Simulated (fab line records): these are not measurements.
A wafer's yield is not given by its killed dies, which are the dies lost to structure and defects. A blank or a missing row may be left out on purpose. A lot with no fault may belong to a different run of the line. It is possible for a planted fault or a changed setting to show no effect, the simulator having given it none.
Chamber matching / flow n5 finfet / cvd co-01 running N5_BEOL_M2_CO_CAP_55: 3 sister chambers
The step material Co, precursor CCTBA/H2, target thk 2 nm, time 102.1 s. 24 wafers are shown with their chamber, then 12 later ones without.

== WAFERS, EACH WITH ITS CHAMBER ==
wafer=L074.1; chamber=1; heater power w (W)=255; heater power outer w (W)=130
wafer=L074.2; chamber=2; heater power w (W)=213; heater power outer w (W)=107
wafer=L074.5; chamber=0; heater power w (W)=214; heater power outer w (W)=110
wafer=L078.2; chamber=1; heater power w (W)=254; heater power outer w (W)=127
wafer=L078.3; chamber=2; heater power w (W)=214; heater power outer w (W)=111
wafer=L078.6; chamber=0; heater power w (W)=222; heater power outer w (W)=114
wafer=L079.1; chamber=0; heater power w (W)=223; heater power outer w (W)=113
wafer=L079.4; chamber=1; heater power w (W)=255; heater power outer w (W)=127
wafer=L079.6; chamber=0; heater power w (W)=229; heater power outer w (W)=110
wafer=L087.1; chamber=0; heater power w (W)=227; heater power outer w (W)=114
wafer=L087.5; chamber=2; heater power w (W)=215; heater power outer w (W)=104
wafer=L087.6; chamber=1; heater power w (W)=254; heater power outer w (W)=127
wafer=L089.1; chamber=2; heater power w (W)=209; heater power outer w (W)=105
wafer=L089.3; chamber=0; heater power w (W)=231; heater power outer w (W)=115
wafer=L089.4; chamber=1; heater power w (W)=254; heater power outer w (W)=132
wafer=L088.1; chamber=1; heater power w (W)=250; heater power outer w (W)=130
wafer=L088.4; chamber=0; heater power w (W)=227; heater power outer w (W)=113
wafer=L088.5; chamber=1; heater power w (W)=256; heater power outer w (W)=131
wafer=L090.3; chamber=2; heater power w (W)=214; heater power outer w (W)=108
wafer=L090.5; chamber=0; heater power w (W)=226; heater power outer w (W)=111
wafer=L090.6; chamber=2; heater power w (W)=215; heater power outer w (W)=107
wafer=L093.1; chamber=0; heater power w (W)=227; heater power outer w (W)=112
wafer=L093.4; chamber=1; heater power w (W)=259; heater power outer w (W)=128
wafer=L093.6; chamber=2; heater power w (W)=220; heater power outer w (W)=110

SIGNATURES (averages over the wafers above)
reading=heater power w; chamber 0=225.11; chamber 1=254.62; chamber 2=214.29; scatter within a chamber=3.82
reading=heater power outer w; chamber 0=112.44; chamber 1=129.00; chamber 2=107.43; scatter within a chamber=2.09
Rule: a wafer's distance from a chamber is the root of the sum, over the readings, of the square of ((its reading less the chamber's mean) divided by the reading's scatter). If the next closest chamber is less than 2 further off than the closest, the wafer can't be placed; otherwise it belongs to the closest. The scatter: take each reading less its chamber's mean, square it, sum over the shown wafers, divide by the number of wafers less the number of chambers, and take the root.

== WAFERS MISSING THEIR CHAMBER ==
wafer=L094.1; heater power w (W)=215; heater power outer w (W)=107
wafer=L094.2; heater power w (W)=227; heater power outer w (W)=115
wafer=L094.6; heater power w (W)=224; heater power outer w (W)=111
wafer=L097.1; heater power w (W)=254; heater power outer w (W)=128
wafer=L097.2; heater power w (W)=217; heater power outer w (W)=109
wafer=L097.3; heater power w (W)=228; heater power outer w (W)=111
wafer=L095.3; heater power w (W)=216; heater power outer w (W)=103
wafer=L095.5; heater power w (W)=215; heater power outer w (W)=110
wafer=L095.6; heater power w (W)=228; heater power outer w (W)=114
wafer=L096.1; heater power w (W)=225; heater power outer w (W)=109
wafer=L096.4; heater power w (W)=251; heater power outer w (W)=131
wafer=L096.6; heater power w (W)=221; heater power outer w (W)=108

== WHICH CHAMBER EACH ONE RAN IN ==
wafer=L094.1; from the rows above=2; in truth=2
wafer=L094.2; from the rows above=0; in truth=0
wafer=L094.6; from the rows above=0; in truth=0
wafer=L097.1; from the rows above=1; in truth=1
wafer=L097.2; from the rows above=can't be placed: 2 or 0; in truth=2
wafer=L097.3; from the rows above=0; in truth=0
wafer=L095.3; from the rows above=2; in truth=2
wafer=L095.5; from the rows above=can't be placed: 2 or 0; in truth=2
wafer=L095.6; from the rows above=0; in truth=0
wafer=L096.1; from the rows above=can't be placed: 0 or 2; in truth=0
wafer=L096.4; from the rows above=1; in truth=1
wafer=L096.6; from the rows above=can't be placed: 2 or 0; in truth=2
Correct placement for 8 of the 12. From these rows, 4 cannot be placed; in 4 the true chamber is one of the candidates. Wrongly placed: 0.
